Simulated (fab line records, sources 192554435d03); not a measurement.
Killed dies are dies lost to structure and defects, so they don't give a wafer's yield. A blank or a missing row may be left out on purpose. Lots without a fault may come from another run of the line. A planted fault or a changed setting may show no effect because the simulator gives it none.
Which tool did it? | flow n5_finfet | 11 lots, 30 wafers sampled, at 6 steps of a route of 1938

WHAT THE GAUGES READ, wafer by wafer
N5_BEOL_M4_RC_MEAS_101.
lot  | measured     | on        | DIBL_N (mV/V)  | DIBL_P (mV/V)  | IOFF_N (nA/um) | IOFF_P (nA/um) | ION_N (uA/um) | ION_P (uA/um) | SS_N (mV/dec)  | SS_P (mV/dec)  | VT_N (mV)   | VT_P (mV)
L469 | day 8 17:21  | prober-02 | 35.1 37.9 36.0 | 34.3 36.8 33.6 | 0.15 0.19 0.14 | 0.19 0.22 0.18 | 694 690 650   | 475 465 447   | 71.3 72.0 72.1 | 72.7 73.8 73.1 | 249 244 253 | -252 -249 -252
L472 | day 8 23:06  | prober-02 | 38.9 35.4 33.9 | 39.8 36.1 34.6 | 0.23 0.16 0.13 | 0.29 0.22 0.20 | 704 665 682   | 477 459 477   | 73.0 72.0 71.7 | 74.0 73.6 72.8 | 242 245 250 | -244 -246 -250
L473 | day 9 20:37  | prober-02 | 36.2 35.6      | 37.4 36.6      | 0.16 0.16      | 0.22 0.21      | 689 695       | 470 473       | 71.4 72.0      | 73.9 73.1      | 247 249     | -248 -249
L479 | day 11 05:55 | prober-01 | 41.3 40.2 39.6 | 43.0 42.4 40.5 | 0.24 0.24 0.23 | 0.33 0.32 0.28 | 676 695 713   | 463 479 481   | 72.7 72.9 72.3 | 74.0 74.7 74.7 | 245 245 245 | -246 -247 -246
L480 | day 11 14:48 | prober-02 | 34.6 38.8 39.8 | 33.4 39.6 42.2 | 0.14 0.23 0.24 | 0.15 0.23 0.29 | 664 696 681   | 440 459 457   | 71.1 72.3 71.7 | 73.0 74.1 74.8 | 254 244 244 | -256 -251 -248
L481 | day 11 19:31 | prober-02 | 38.9 41.0 38.5 | 38.7 41.4 37.7 | 0.21 0.25 0.21 | 0.27 0.33 0.26 | 671 671 693   | 464 463 470   | 72.6 73.6 73.0 | 74.2 75.0 73.8 | 245 244 244 | -245 -241 -244
L483 | day 12 14:02 | prober-02 | 35.8 36.6      | 36.9 37.4      | 0.16 0.18      | 0.22 0.25      | 687 693       | 474 472       | 71.8 72.0      | 73.5 73.6      | 250 246     | -250 -247
L484 | day 12 19:22 | prober-01 | 40.4 37.5 40.2 | 43.3 37.7 42.0 | 0.25 0.17 0.26 | 0.38 0.23 0.35 | 675 663 710   | 465 453 484   | 72.9 72.1 71.9 | 75.2 72.9 74.2 | 243 252 241 | -243 -249 -239
L487 | day 13 00:13 | prober-02 | 37.6 36.1      | 37.5 36.6      | 0.20 0.19      | 0.27 0.28      | 715 697       | 493 485       | 71.5 71.0      | 73.7 74.0      | 246 247     | -244 -242
L486 | day 13 04:29 | prober-01 | 35.8 36.1 38.4 | 34.2 33.9 36.6 | 0.13 0.14 0.16 | 0.18 0.19 0.22 | 677 681 673   | 471 471 465   | 70.6 70.8 71.3 | 72.6 72.5 73.1 | 252 251 252 | -251 -250 -249
L488 | day 13 11:37 | prober-02 | 31.5 34.3 34.5 | 31.3 34.7 35.4 | 0.10 0.14 0.14 | 0.15 0.19 0.20 | 654 665 667   | 459 465 463   | 70.0 71.4 71.7 | 71.4 72.7 72.8 | 254 250 250 | -254 -248 -251

N5_BEOL_M8_THK_MEAS_01.
lot  | measured     | on            | M8_ILD_THK (nm)
L469 | day 9 21:50  | film_metro-02 | 157.9 158.1 156.6
L472 | day 10 03:08 | film_metro-01 | 154.6 155.3 155.3
L473 | day 10 22:59 | film_metro-01 | 154.7 158.6
L479 | day 12 15:46 | film_metro-02 | 233.4 157.5 239.1
L480 | day 12 22:23 | film_metro-01 | 154.4 232.0 156.2
L481 | day 13 07:05 | film_metro-01 | 154.9 158.4 153.7
L483 | day 13 21:42 | film_metro-02 | 156.7 152.6
L484 | day 14 02:52 | film_metro-02 | 154.9 157.0 154.6
L487 | day 14 12:13 | film_metro-01 | 153.7 157.1
L486 | day 14 10:58 | film_metro-02 | 151.4 156.8 155.7
L488 | day 14 19:09 | film_metro-01 | 152.9 154.2 155.4

N5_BEOL_M8_CD_MEAS_11: target cd 38.5 nm.
lot  | measured     | on        | cd_nm (nm)
L469 | day 9 23:38  | cd_sem-01 | 39.5 38.6 39.5
L472 | day 10 04:47 | cd_sem-03 | 38.7 37.8 38.7
L473 | day 11 00:20 | cd_sem-02 | 38.8 39.3
L479 | day 12 17:31 | cd_sem-01 | 39.8 38.4 39.0
L480 | day 13 00:41 | cd_sem-03 | 38.4 37.6 38.4
L481 | day 13 08:04 | cd_sem-01 | 38.3 38.9 37.6
L483 | day 13 22:35 | cd_sem-03 | 39.6 39.7
L484 | day 14 03:38 | cd_sem-01 | 38.4 38.3 39.0
L487 | day 14 14:15 | cd_sem-03 | 39.1 38.4
L486 | day 14 11:27 | cd_sem-02 | 39.3 39.4 39.4
L488 | day 14 20:42 | cd_sem-03 | 37.9 39.3 38.7

N5_BEOL_M8_OVL_MEAS_12.
lot  | measured     | on         | M8_OVL (nm)
L469 | day 9 23:40  | overlay-02 | 0.3 -1.9 -0.5
L472 | day 10 04:49 | overlay-02 | 1.6 0.0 0.6
L473 | day 11 00:22 | overlay-01 | 0.3 1.3
L479 | day 12 17:35 | overlay-02 | -0.4 1.0 0.0
L480 | day 13 00:43 | overlay-02 | 0.9 0.5 -0.4
L481 | day 13 08:05 | overlay-01 | -0.5 0.5 -1.1
L483 | day 13 22:37 | overlay-01 | -2.0 -0.2
L484 | day 14 03:40 | overlay-01 | -2.0 -2.6 -1.3
L487 | day 14 14:17 | overlay-02 | -0.5 -0.8
L486 | day 14 11:29 | overlay-01 | -1.0 0.4 -0.8
L488 | day 14 20:44 | overlay-01 | 0.8 -0.7 -0.5

WHICH TOOL RAN EACH LOT (tool, then ch and the chambers of the sampled wafers, then the start)
lot  | N5_BEOL_M7_DEGAS_44          | N5_BEOL_M8_ILD_DEP_00
L469 | pvd_sputter-02, day 9 19:21  | pecvd-01 ch 0,1, day 9 21:14
L472 | pvd_sputter-02, day 10 00:32 | pecvd-01 ch 0,1, day 10 02:32
L473 | pvd_sputter-01, day 10 20:42 | pecvd-02 ch 2, day 10 22:25
L479 | pvd_sputter-01, day 12 12:56 | pecvd-02 ch 0,1, day 12 15:10
L480 | pvd_sputter-01, day 12 19:47 | pecvd-02 ch 0,1,2, day 12 21:49
L481 | pvd_sputter-01, day 13 04:17 | pecvd-01 ch 1,2, day 13 06:30
L483 | pvd_sputter-01, day 13 19:19 | pecvd-01 ch 1,2, day 13 21:08
L484 | pvd_sputter-01, day 13 23:49 | pecvd-01 ch 0,2, day 14 01:27
L487 | pvd_sputter-03, day 14 09:38 | pecvd-01 ch 0, day 14 11:38
L486 | pvd_sputter-02, day 14 08:28 | pecvd-04 ch 1,2, day 14 10:23
L488 | pvd_sputter-03, day 14 16:50 | pecvd-04 ch 1,2, day 14 18:31
- N5_BEOL_M7_DEGAS_44: time 60 s.
- N5_BEOL_M8_ILD_DEP_00: deposits SiCOH lowk from DEMS/porogen, target thk 179.75 nm, time 33.4 s.

WHAT THE TOOLS THEMSELVES READ (means of the sampled wafers that have a number; where no wafer has one, the mark that the record gives instead)
N5_BEOL_M7_DEGAS_44.
lot  | tool           | heater_power_w (W)
L469 | pvd_sputter-02 | 332
L472 | pvd_sputter-02 | 345
L473 | pvd_sputter-01 | 322
L479 | pvd_sputter-01 | 306
L480 | pvd_sputter-01 | 321
L481 | pvd_sputter-01 | 327
L483 | pvd_sputter-01 | 314
L484 | pvd_sputter-01 | 343
L487 | pvd_sputter-03 | 264
L486 | pvd_sputter-02 | 351
L488 | pvd_sputter-03 | 302

N5_BEOL_M8_ILD_DEP_00.
lot  | tool     | heater_power_w (W) | showerhead_plenum_p_Torr (Torr) | throttle_valve_pct (%)
L469 | pecvd-01 | 295                | 5.752                           | 13.5
L472 | pecvd-01 | 303                | 5.756                           | 13.5
L473 | pecvd-02 | 275                | 5.715                           | 14.1
L479 | pecvd-02 | 266                | 5.758                           | 14.2
L480 | pecvd-02 | 284                | 5.743                           | 14.2
L481 | pecvd-01 | 251                | 5.737                           | 13.2
L483 | pecvd-01 | 292                | 5.744                           | 13.1
L484 | pecvd-01 | 352                | 5.749                           | 13.6
L487 | pecvd-01 | 390                | 5.765                           | 13.7
L486 | pecvd-04 | 399                | 5.769                           | 13.6
L488 | pecvd-04 | 435                | 5.763                           | 13.7

THE ANSWER, worked out from the rows above alone
Rule: what is usual is taken from the lots themselves. Put in order of their means at a reading, lots are off if they are a third of the lots or fewer, leave a main group of 4 or more, and stand apart from it by a gap of 3 or more times the standard deviation of the main group's means; of several such gaps the widest counts. A main group whose means are all the same, to the digits that the tables above print for the reading, isn't used. A lot without any number at a reading at which 4 lots or more have one is off too. The other lots that the step has rows for count as sound. The gauges are gone through in route order, then the tools' own readings, and for those a lot's mean is taken as printed above. The first step at which some lot is off is used, and at that step the reading that is off furthest; a lot without a number counts as furthest.
Off: L479, L480, at N5_BEOL_M8_THK_MEAS_01 (M8_ILD_THK). The main group: mean 155.5 nm, standard deviation 1.
A tool fits if, at a process step before that reading, it ran every lot that is off, and no sound lot after the first of them. The gauges at N5_BEOL_M8_THK_MEAS_01 are tried like those tools. One fits: pecvd-02 at N5_BEOL_M8_ILD_DEP_00. Its last sound lot is L473 (day 10 22:25), its first lot that is off L479 (day 12 15:10): a fault that began between those two fits.

WHAT THE SIMULATOR HAD PUT IN
Process parameter drift: pecvd-02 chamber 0, from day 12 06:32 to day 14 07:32, at N5_BEOL_M8_ILD_DEP_00. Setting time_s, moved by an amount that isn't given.
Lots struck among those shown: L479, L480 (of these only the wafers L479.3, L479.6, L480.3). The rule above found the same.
